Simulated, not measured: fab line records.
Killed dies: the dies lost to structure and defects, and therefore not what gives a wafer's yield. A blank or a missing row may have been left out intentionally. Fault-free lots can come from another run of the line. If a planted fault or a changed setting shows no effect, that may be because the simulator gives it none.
8D (eight disciplines) problem report, filled in by code ; flow nand harc ; the parts of the form that need people (team, actions taken, sign-off) are left out

1. PROBLEM STATEMENT
Mean of thk nm at NHARC_A_ONON_D2_THK_MEAS_18: 701 nm across 2 wafers in 2 lots; on wafers with no fault it is 1000 nm (standard deviation 12). Relative to the usual mean, that is a shift of -25 standard deviations.
The step: measures by ellipsometry.
Earliest sighting: wafer L566.5 on film metro-02 at day 15 12:51. The record holds 38 wafers of 13 lots with a number at this step. The rule behind "out" and "out of limits": a value lying over 4 standard deviations away from the usual mean. Any other wafer with a number is counted as sound.

2. WHAT IT IS, AND WHAT IT ISN'T
question;is;is not
which readings at this step;thk nm;-
which lots;L566, L567;L560, L562, L563, L564, L574, L575, L576, L577, L580, L582, L583
which wafers of those lots;L566.5, L567.6;L566.4, L567.2, L567.3
read on which gauges;film metro-01, film metro-02;-
when;from day 15 12:51;"up to then (13 sound wafers); but 23 sound wafers of L567, L574, L575, L576, L577, L580, L582, L583 came after"

3. SUSPECTS, AND WHAT RULES EACH OUT
Counting: if a tool at a process step up to the reading ran every lot that is out, it stays a suspect. Sound lots after the first of them don't rule it out here, since some wafers of a struck lot are sound.
- the gauge at NHARC_A_ONON_D2_THK_MEAS_18 is ruled out. Those wafers that are out were read across 2 gauges (film metro-01, film metro-02).
- pecvd onon-03 at NHARC_A_ONON_D2_DEP_16 (target thk 1000 nm): kept. It processed each lot that is out (first: L566, day 15 12:31); up to then, its last sound lot is L564 (day 14 13:14).
After counting, what remains is pecvd onon-03 at NHARC_A_ONON_D2_DEP_16.

4. THE CAUSE (what the simulator had put in)
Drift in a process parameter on pecvd onon-03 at NHARC_A_ONON_D2_DEP_16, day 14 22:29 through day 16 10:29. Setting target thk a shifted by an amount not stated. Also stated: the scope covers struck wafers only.
The count eliminated every tool but this one.

5. SEQUENCE OF EFFECTS, ordered by route
Each row: a reading whose mean over the struck wafers that have a number lies more than 3 standard deviations from the usual. Only readings whose record carries a usual standard deviation are examined. hours: median over the lots of the time between each lot's start at the first step of this table that gives one and its start at this step. sigmas: the change, counted in usual standard deviations.
hours;step;reading;usual;on struck wafers;change;sigmas
0;NHARC_A_ONON_D2_THK_MEAS_18;thk nm;1000 nm;701;-299;-25
281;NHARC_END_SORT_01;killed at array;58;670;+612;+28
281;NHARC_END_SORT_01;killed dies;64;677;+613;+28

6. WHAT WOULD HAVE CAUGHT IT SOONER
Counted from the fault's start at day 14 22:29, it took 14 hours until the first out-of-limits reading at a measuring or inspecting step in this record, taken at day 15 12:51.
Lots out: 2; of these, L567 started NHARC_A_ONON_D2_DEP_16 on pecvd onon-03 after day 15 12:51. It would have been spared by a hold on the tool at that moment.
